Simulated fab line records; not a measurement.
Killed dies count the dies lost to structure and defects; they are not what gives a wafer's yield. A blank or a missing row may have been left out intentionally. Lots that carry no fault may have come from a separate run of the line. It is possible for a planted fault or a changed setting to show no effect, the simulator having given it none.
Chamber matching | flow nandHarc | rieDiel-03 running NHARC_A_STAIRCASE_TRIM_196: 4 sister chambers
The step chemistry O2, time 211.2 s. 4 wafers are shown with their chamber, then 7 later ones without.

## EACH WAFER AND ITS CHAMBER
wafer  | chamber | showerheadPlenumPTorr (Torr)
L082.2 | 0       | 3.48
L082.6 | 3       | 3.80
L085.2 | 1       | 3.60
L085.3 | 2       | 3.64

## WAFERS WITHOUT THEIR CHAMBER
wafer  | showerheadPlenumPTorr (Torr)
L085.4 | 3.47
L087.1 | 3.60
L087.3 | 3.79
L087.6 | 3.47
L091.2 | 3.47
L091.3 | 3.63
L091.6 | 3.47

## WHICH CHAMBER EACH WENT THROUGH
wafer  | from the rows above | in truth
L085.4 | 0                   | 0
L087.1 | 1                   | 1
L087.3 | 3                   | 3
L087.6 | 0                   | 0
L091.2 | 0                   | 0
L091.3 | 2                   | 2
L091.6 | 0                   | 0
Correctly placed: 7 of 7. From these rows, 0 cannot be placed. Placed wrongly: 0.
How it was worked out, from the rows above alone: a wafer's distance from a chamber is the root of the sum, over the readings, of the square of ((its reading less the chamber's mean) divided by the reading's scatter). The wafer belongs to the nearest chamber; if the next one is less than 2 further off, it can't be placed. Each chamber's mean is taken over the wafers shown for it. The scatter: root of mean squared gap, hidden wafer to nearest shown wafer, with one shown wafer a chamber.
